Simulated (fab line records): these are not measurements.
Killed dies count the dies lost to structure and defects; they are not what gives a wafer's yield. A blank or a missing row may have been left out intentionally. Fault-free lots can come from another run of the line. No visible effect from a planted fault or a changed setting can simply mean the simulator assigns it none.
One fault seen from 3 desks || flow n5Finfet || numbers are kept per desk, each desk with only its own; the story behind them comes last

## THE DEFECT DESK
Lot by lot, what the route's inspections counted, given as the mean of those sampled wafers with a number. The brackets show how far a lot's mean lies from the usual mean; more than 4 standard deviations puts the lot out of limits, marked OUT.
Columns: A = rawDefectCount at N5_BEOL_M3_INSPECT_30, usual 425
{"lot": "L759", "first seen here": "day 9 20:46", "A": 344}
{"lot": "L762", "first seen here": "day 9 21:02", "A": 385}
{"lot": "L763", "first seen here": "day 12 00:33", "A": 447}
{"lot": "L777", "first seen here": "day 14 21:24", "A": 572}
{"lot": "L776", "first seen here": "day 14 23:01", "A": 414}
{"lot": "L780", "first seen here": "day 15 13:40", "A": 392}
{"lot": "L781", "first seen here": "day 15 20:58", "A": 364}
Result from this desk: across the 7 lots, nothing is out of limits.

## FROM THE METROLOGY DESK
Lot by lot, what the gauges showed, no matter which tool ran the lot: averages of those sampled wafers that carry a number. The brackets show how far a lot's mean lies from the usual mean; more than 4 standard deviations puts the lot out of limits, marked OUT. Of its 12 readings 7 are shown: those that lie furthest out on some lot.
Columns: A = DIBL_P at N5_BEOL_M4_RC_MEAS_101, usual 35.6 mV/V; B = IOFF_N at N5_BEOL_M4_RC_MEAS_101, usual 0.15 nA/um; C = IOFF_P at N5_BEOL_M4_RC_MEAS_101, usual 0.20 nA/um; D = ION_N at N5_BEOL_M4_RC_MEAS_101, usual 668 uA/um; E = ION_P at N5_BEOL_M4_RC_MEAS_101, usual 459 uA/um; F = VT_N at N5_BEOL_M4_RC_MEAS_101, usual 250 mV; G = VT_P at N5_BEOL_M4_RC_MEAS_101, usual -251 mV
{"lot": "L759", "first seen here": "day 11 09:58", "A": 36.2, "B": 0.15, "C": 0.21, "D": 664, "E": 455, "F": 251, "G": -251}
{"lot": "L762", "first seen here": "day 11 13:20", "A": 33.5, "B": 0.12, "C": 0.17, "D": 664, "E": 455, "F": 253, "G": -253}
{"lot": "L763", "first seen here": "day 12 10:40", "A": 35.7, "B": 0.16, "C": 0.23, "D": 672, "E": 466, "F": 248, "G": -248}
{"lot": "L777", "first seen here": "day 16 12:41", "A": 36.0, "B": 0.16, "C": 0.22, "D": 678, "E": 466, "F": 249, "G": -249}
{"lot": "L776", "first seen here": "day 16 15:34", "A": 37.9, "B": 0.19, "C": 0.22, "D": 681, "E": 464, "F": 246, "G": -251}
{"lot": "L780", "first seen here": "day 16 22:53", "A": 34.0, "B": 0.13, "C": 0.18, "D": 664, "E": 460, "F": 251, "G": -252}
{"lot": "L781", "first seen here": "day 17 09:10", "A": 39.5, "B": 0.23, "C": 0.28, "D": 696, "E": 472, "F": 244, "G": -244}
Result from this desk: across the 7 lots, nothing is out of limits.

## TOOL OWNER'S DESK, pvdSputter-01
The tool's own readings at N5_BEOL_M3_HM_DEP_02 (deposits TiN, target thk 20 nm): means of the sampled wafers that have a number, for each lot that ran on this tool. The brackets show how far a lot's mean lies from the usual mean; more than 4 standard deviations puts the lot out of limits, marked OUT.
Columns: A = throttleValvePct at N5_BEOL_M3_HM_DEP_02, usual 30.0 %
{"lot": "L759", "first seen here": "day 9 19:15", "A": 28.6}
{"lot": "L762", "first seen here": "day 9 19:21", "A": 29.0}
{"lot": "L763", "first seen here": "day 11 23:05", "A": 28.3}
{"lot": "L780", "first seen here": "day 15 12:01", "A": 28.4}
Result from this desk: across the 4 lots, nothing is out of limits.

## BROUGHT TOGETHER
Nothing out of limits was seen by the defect desk.
The metrology desk saw nothing out of limits.
The tool owner's desk saw nothing out of limits.

## WHAT THE SIMULATOR HAD PUT IN
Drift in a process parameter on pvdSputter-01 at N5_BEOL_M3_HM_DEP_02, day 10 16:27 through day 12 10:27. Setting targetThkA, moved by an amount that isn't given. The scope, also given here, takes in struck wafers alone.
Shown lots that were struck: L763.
